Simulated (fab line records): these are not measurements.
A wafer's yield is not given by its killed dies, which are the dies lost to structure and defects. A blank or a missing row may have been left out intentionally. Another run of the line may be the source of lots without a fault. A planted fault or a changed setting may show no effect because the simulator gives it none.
Matching of chambers | flow nandHarc | 3 sister chambers for NHARC_A_BONDPAD_DEP_00 on pecvd-01
The step deposits SiCN, target thk 250 nm. 3 wafers are shown with their chamber, then 8 later ones without.

== WAFERS WITH THEIR CHAMBER ==
wafer  | chamber | heaterPowerW (W)
L085.5 | 2       | 476
L085.6 | 1       | 468
L094.3 | 0       | 555

== WAFERS WHOSE CHAMBER IS MISSING ==
wafer  | heaterPowerW (W)
L094.5 | 558
L094.6 | 575
L096.1 | 414
L096.2 | 682
L096.6 | 566
L095.1 | 523
L095.2 | 632
L095.6 | 521

== WHICH CHAMBER EACH ONE RAN IN ==
wafer  | from the rows above          | in truth
L094.5 | can't be placed: 0 or 2 or 1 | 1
L094.6 | can't be placed: 0 or 2 or 1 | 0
L096.1 | can't be placed: 1 or 2 or 0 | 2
L096.2 | can't be placed: 0 or 2 or 1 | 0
L096.6 | can't be placed: 0 or 2 or 1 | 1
L095.1 | can't be placed: 0 or 2 or 1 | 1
L095.2 | can't be placed: 0 or 2 or 1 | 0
L095.6 | can't be placed: 0 or 2 or 1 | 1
Correct placement for 0 of the 8. Not placeable from these rows: 8 (in 8, the candidates include the true chamber). Number placed wrongly: 0.
How it was worked out, from the rows above alone: a wafer's distance from a chamber is the root of the sum, over the readings, of the square of ((its reading less the chamber's mean) divided by the reading's scatter). If the next closest chamber is less than 2 further off than the closest, the wafer can't be placed; otherwise it belongs to the closest. Each chamber's mean is taken over the wafers shown for it. The scatter (one wafer shown for each chamber): square how far every hidden wafer sits from the nearest shown wafer, average those squares and take the square root.
